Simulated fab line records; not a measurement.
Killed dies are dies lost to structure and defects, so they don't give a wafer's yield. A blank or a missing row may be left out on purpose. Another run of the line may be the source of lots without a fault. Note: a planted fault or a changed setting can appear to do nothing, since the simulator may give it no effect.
fab line records | flow n5-finfet
record lots=6 wafers=18 last-day=18
route steps=1938 shown BEOL_M4@1091 PASSIVATION@1936
lots with no fault: from the same line, run without faults
start-h: hours from the record's first day to the start of the lot's first wafer shown | wait-h: hours since the lot's step before | " same as the row above | L1.1+2: one row covering several wafers at once | - no value, or no start given | * or withheld: withheld | < > ~ a bound
route shown NAME@n: NAME is a module with steps in the file, n the number in the route of the first one | usual: mean/standard deviation of fault-free wafers | same: alike in all rows | chamber/n: place in a boat | sites: each site's reading | _std_site: standard deviation of those values | _edge_site: outer sites' mean less inner sites' | radius-mm: for every site, how far away it sits from the centre of the wafer | mask NAME#n: copy n | behind: the last tool/chamber to shape the wafer | hold: the reason the lot was held/the length of the hold in hours/how it ended | device: which transistor (n, p or np) failed to switch | end of line: the tests these same wafers got at the end of their route | a step without rows: its recipe alone | killed: the dies lost at the first sort to structure and to defects; this is not the yield of the wafer | map: dies across one wafer; x = killed, . = not, _ = none there
set.NAME: the setting that was run; set.NAME@STEP: the one run at that earlier step | model.NAME: the simulator's own value behind a step, which no gauge read
lots at selected steps of the route; one table per step, one row per wafer
services: from which hour (start-h, from the record's first day; less than 0 if before it) a tool's chamber was out of use, for how many hours, and why
## steps
# step N5_BEOL_M4_ANNEAL_87
# recipe temp-c=400 time-s=240 ambient=vacuum
# usual heater-power-w=828/110
# same time-s=240
# columns lot.wafer tool chamber start-h wait-h heater-power-w
L762.2 pvd-sputter-03 - 187.34 0.0 764
L762.4 " - " " 807
L762.5 " - " " 797
L766.4 pvd-sputter-03 - 217.49 0.0 804
L766.5 " - " " 726
L766.6 " - " " 813
L769.1 pvd-sputter-03 - 241.17 0.0 788
L769.2 " - " " 793
L769.5 " - " " 802
L778.3 pvd-sputter-01 - 303.76 0.0 876
L778.4 " - " " 737
L778.5 " - " " 817
L779.2 pvd-sputter-01 - 306.88 0.0 869
L779.4 " - " " 749
L779.6 " - " " 800
L781.1 pvd-sputter-03 - 332.92 0.0 802
L781.3 " - " " 733
L781.5 " - " " 711
# step N5_BEOL_M4_SPUTTER_88
# recipe material=Cu target-thk-a=45 temp-c=-20 chamber-pressure-pa=0.07 power-w=withheld time-s=8.29
# step N5_BEOL_M4_ANNEAL_89
# recipe temp-c=400 time-s=240 ambient=vacuum
# step N5_BEOL_M4_SPUTTER_90
# recipe material=Cu target-thk-a=45 temp-c=-20 chamber-pressure-pa=0.07 power-w=withheld time-s=8.29
# usual throttle-valve-pct=30.1/1.1
# same time-s=8.29
# columns lot.wafer tool chamber start-h wait-h throttle-valve-pct
L762.2 pvd-sputter-03 - 187.70 0.1 30.3
L762.4 " - " " 30.2
L762.5 " - " " 30.4
L766.4 pvd-sputter-03 - 217.85 0.1 32.3
L766.5 " - " " 29.9
L766.6 " - " " 32.4
L769.1 pvd-sputter-03 - 241.53 0.1 30.4
L769.2 " - " " 30.2
L769.5 " - " " 30.1
L778.3 pvd-sputter-01 - 304.12 0.1 29.3
L778.4 " - " " 30.3
L778.5 " - " " 28.5
L779.2 pvd-sputter-01 - 307.24 0.1 29.7
L779.4 " - " " 30.2
L779.6 " - " " 28.6
L781.1 pvd-sputter-03 - 333.28 0.1 30.2
L781.3 " - " " 29.8
L781.5 " - " " 29.8
# step N5_BEOL_M4_ANNEAL_91
# recipe temp-c=400 time-s=240 ambient=vacuum
# step N5_BEOL_M4_SPUTTER_92
# recipe material=Cu target-thk-a=45 temp-c=-20 chamber-pressure-pa=0.07 power-w=withheld time-s=8.29
# step N5_BEOL_M4_ANNEAL_93
# recipe temp-c=400 time-s=240 ambient=vacuum
# step N5_BEOL_M4_SPUTTER_94
# recipe material=Cu target-thk-a=45 temp-c=-20 chamber-pressure-pa=0.07 power-w=withheld time-s=8.29
# usual throttle-valve-pct=30.1/1.1
# same time-s=8.29
# columns lot.wafer tool chamber start-h wait-h throttle-valve-pct
L762.2 pvd-sputter-03 - 188.14 0.1 30.1
L762.4 " - " " 30.1
L762.5 " - " " 30.2
L766.4 pvd-sputter-03 - 218.29 0.1 32.4
L766.5 " - " " 29.8
L766.6 " - " " 32.2
L769.1 pvd-sputter-03 - 241.97 0.1 30.2
L769.2 " - " " 30.3
L769.5 " - " " 30.6
L778.3 pvd-sputter-01 - 304.56 0.1 29.2
L778.4 " - " " 30.2
L778.5 " - " " 28.5
L779.2 pvd-sputter-01 - 307.68 0.1 29.4
L779.4 " - " " 30.4
L779.6 " - " " 28.3
L781.1 pvd-sputter-03 - 333.72 0.1 30.2
L781.3 " - " " 29.4
L781.5 " - " " 29.6
# step N5_BEOL_M4_ANNEAL_95
# recipe temp-c=400 time-s=240 ambient=vacuum
# usual heater-power-w=827/110
# same time-s=240
# columns lot.wafer tool chamber start-h wait-h heater-power-w
L762.2 pvd-sputter-03 - 188.22 0.0 790
L762.4 " - " " 782
L762.5 " - " " 820
L766.4 pvd-sputter-03 - 218.37 0.0 820
L766.5 " - " " 698
L766.6 " - " " 801
L769.1 pvd-sputter-03 - 242.05 0.0 812
L769.2 " - " " 771
L769.5 " - " " 793
L778.3 pvd-sputter-01 - 304.64 0.0 836
L778.4 " - " " 732
L778.5 " - " " 822
L779.2 pvd-sputter-01 - 307.76 0.0 882
L779.4 " - " " 742
L779.6 " - " " 802
L781.1 pvd-sputter-03 - 333.80 0.0 801
L781.3 " - " " 708
L781.5 " - " " 710
# step N5_BEOL_M4_SPUTTER_96
# recipe material=Cu target-thk-a=45 temp-c=-20 chamber-pressure-pa=0.07 power-w=withheld time-s=8.29
# step N5_BEOL_M4_ECD_50
# recipe material=Cu target-thk-a=3000
# step N5_BEOL_M4_ANNEAL_51
# recipe temp-c=225 time-s=90 ambient=N2
# usual wafer_temp_C_max=226.2/0.36
# same time-s=90
# columns lot.wafer tool chamber start-h wait-h wafer_temp_C_max
L762.2 rtp-anneal-02 0 188.60 0.1 226.3
L762.4 " 0 " " 226.3
L762.5 " 0 " " 226.4
L766.4 rtp-anneal-01 0 218.84 0.2 225.8
L766.5 " 0 " " 225.9
L766.6 " 0 " " 226.1
L769.1 rtp-anneal-01 0 242.39 0.1 225.5
L769.2 " 0 " " 225.9
L769.5 " 0 " " 225.9
L778.3 rtp-anneal-02 0 305.33 0.4 227.3
L778.4 " 0 " " 226.5
L778.5 " 0 " " 226.1
L779.2 rtp-anneal-01 0 308.14 0.1 225.9
L779.4 " 0 " " 226.1
L779.6 " 0 " " 225.7
L781.1 rtp-anneal-02 0 334.14 0.1 226.4
L781.3 " 0 " " 226.1
L781.5 " 0 " " 226.5
# step N5_BEOL_M4_CMP_52
# recipe stop-on=SiOC t-overpolish-s=6.8 down-force-psi=1 platen-rpm=50 clearing-platen-down-force-psi=1.5 clearing-platen-rpm=50 post-cmp-clean=cu-alkaline target-thk-nm=40 clearing-platen-pad-velocity-m-s=0.99484 pad-velocity-m-s=0.99484
# usual barrier-field-endpoint-s=24.6/0.72 head-pressure-psi=0.9999/0.0022 motor-current-A=5.7/0.65 overpolish-run-s=6.801/0.0091 time-to-endpoint-s=62/3.6
# columns lot.wafer tool chamber start-h wait-h barrier-field-endpoint-s head-pressure-psi motor-current-A overpolish-run-s time-to-endpoint-s
L762.2 cmp-02 1 188.85 0.2 24.3 0.9961 6.2 6.808 62
L762.4 " 0 " " 24.4 0.9991 5.4 6.803 61
L762.5 " 1 " " 24.4 0.9998 6.3 6.787 67
L766.4 cmp-02 2 219.08 0.2 25.1 1.0004 6.1 6.792 63
L766.6 " 0 " " 31.0 0.9974 5.3 6.796 79
L766.5 " 1 " " 24.5 0.9973 6.1 6.793 64
L769.2 cmp-02 1 242.73 0.2 24.1 0.9998 6.3 6.807 61
L769.1 " 3 " " 24.3 0.9982 5.4 6.819 58
L769.5 " 0 " " 31.2 0.9981 5.4 6.806 79
L778.4 cmp-01 3 305.55 0.1 25.8 1.0003 6.8 6.809 65
L778.3 " 2 " " 25.7 0.9996 5.9 6.806 65
L778.5 " 3 " " 25.8 0.9983 6.4 6.800 64
L779.4 cmp-04 1 308.40 0.1 23.9 1.0044 5.2 6.805 59
L779.2 " 3 " " 23.5 0.9990 6.6 6.818 64
L779.6 " 1 " " 23.1 1.0024 5.1 6.802 59
L781.1 cmp-01 0 334.48 0.3 24.1 1.0043 5.1 6.806 59
L781.3 " 1 " " 24.6 0.9974 5.1 6.805 63
L781.5 " 0 " " 24.3 0.9993 5.1 6.794 59
# step N5_PASSIVATION_PROBE_49
# usual defect-limited-yield=91.4/1.5 killed_at_M0_to_M3=35/11 killed_at_M4_up=16/7 killed-at-contacts=11/5.3 killed-at-front-end=37/11 killed-at-other=3.1/2.8 killed-dies=102/18 killed-open=69/15 killed-short=31/7.8 sort_bin_5_function=5.1/1.1 sort_bin_6_memory=3.2/0.69 sort-n-pass=1078/18 sort-yield-pct=91.4/1.5
# same gross-dies=1180 killed-at-back-side=0 sort_bin_4_leakage[%]=0 sort_bin_8_speed[%]=0
# columns lot.wafer tool chamber start-h wait-h defect-limited-yield[%] killed_at_M0_to_M3 killed_at_M4_up killed-at-contacts killed-at-front-end killed-at-other killed-dies killed-open killed-short sort_bin_5_function[%] sort_bin_6_memory[%] sort-n-pass sort-yield-pct[%]
L769.1 prober-02 - 345.99 0.0 90.7 29 20 16 43 2 110 80 28 5.7 3.2 1070 90.7
L769.2 prober-02 - 346.04 0.1 92.9 28 17 18 21 0 84 53 31 4.1 2.7 1096 92.9
L769.5 prober-02 - 346.19 0.2 93.9 30 9 8 24 1 72 42 27 4.0 1.7 1108 93.9
# killed by level:class
L769.1 MOL_CONTACT_COAG:geometric-particle:open=15 STI_FIN_REVEAL:geometric-particle:open=8 DUMMY_GATE:geometric-particle:open=8 BEOL_M2:geometric-particle:open=8 GATE_CUT:geometric-particle:open=6 BEOL_M0_SAQP:geometric-particle:open=6 BEOL_M4:geometric-particle:open=5 BEOL_M0_SAQP:geometric-particle:short=5
L769.2 MOL_CONTACT_COAG:geometric-particle:open=13 BEOL_M4:geometric-particle:open=8 BEOL_M0_SAQP:geometric-particle:short=7 BEOL_M0_SAQP:geometric-particle:open=6 MOL_CONTACT_COAG:geometric-particle:short=5 BEOL_M2:geometric-particle:open=5 STARTING-WAFER:geometric-particle:open=4 GATE_CUT:geometric-particle:open=3
L769.5 BEOL_M2:geometric-particle:open=12 BEOL_M0_SAQP:geometric-particle:short=7 MOL_CONTACT_COAG:geometric-particle:open=6 DUMMY_GATE:geometric-particle:open=5 BEOL_M0_SAQP:geometric-particle:open=4 GATE_CUT:geometric-particle:short=3 BEOL_M3:geometric-particle:short=3 BEOL_M4:geometric-particle:open=3
## services
# columns tool chamber start-h hours kind
cmp-04 - 175.32 3.3 pm
cmp-04 - 207.03 0.2 repair
cmp-01 - 217.11 4.0 pm
cmp-01 - 221.11 - consumable-replace:conditioner
cmp-01 - 221.11 - consumable-replace:pad
cmp-02 - 231.24 1.0 repair
cmp-04 - 242.01 0.8 repair
cmp-04 - 243.86 0.6 repair
cmp-04 - 247.10 2.6 repair
cmp-04 - 260.68 1.5 repair
cmp-02 - 263.74 0.5 repair
cmp-01 - 278.69 4.5 pm
cmp-02 - 281.88 4.0 pm
cmp-04 - 284.24 1.4 repair
cmp-02 - 285.88 - consumable-replace:conditioner
cmp-02 - 285.88 - consumable-replace:pad
cmp-04 - 286.17 0.3 repair
cmp-02 - 297.47 12.5 pm
cmp-04 - 301.55 3.6 pm
cmp-04 - 305.61 1.6 repair
pvd-sputter-03 - 313.96 11.4 repair
cmp-04 - 323.87 5.7 repair
pvd-sputter-01 - 331.34 3.0 repair
## key
first-sign step=N5_BEOL_M4_CMP_52 reading=barrier-field-endpoint-s direction=up sigmas=9 usual=24.6 struck=31.1
effect step=N5_BEOL_M4_CMP_52 reading=time-to-endpoint-s direction=up sigmas=4.8 usual=* struck=*
met-at N5_BEOL_M4_CMP_52
struck-wafers L766.6,L769.5
onset-between 188.85 219.08
fault kind=process-parameter-drift tool=cmp-02 chamber=0 onset-h=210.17 steps=N5_BEOL_M4_CMP_52 channel=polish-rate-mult offset=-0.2 shape=step end-h=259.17
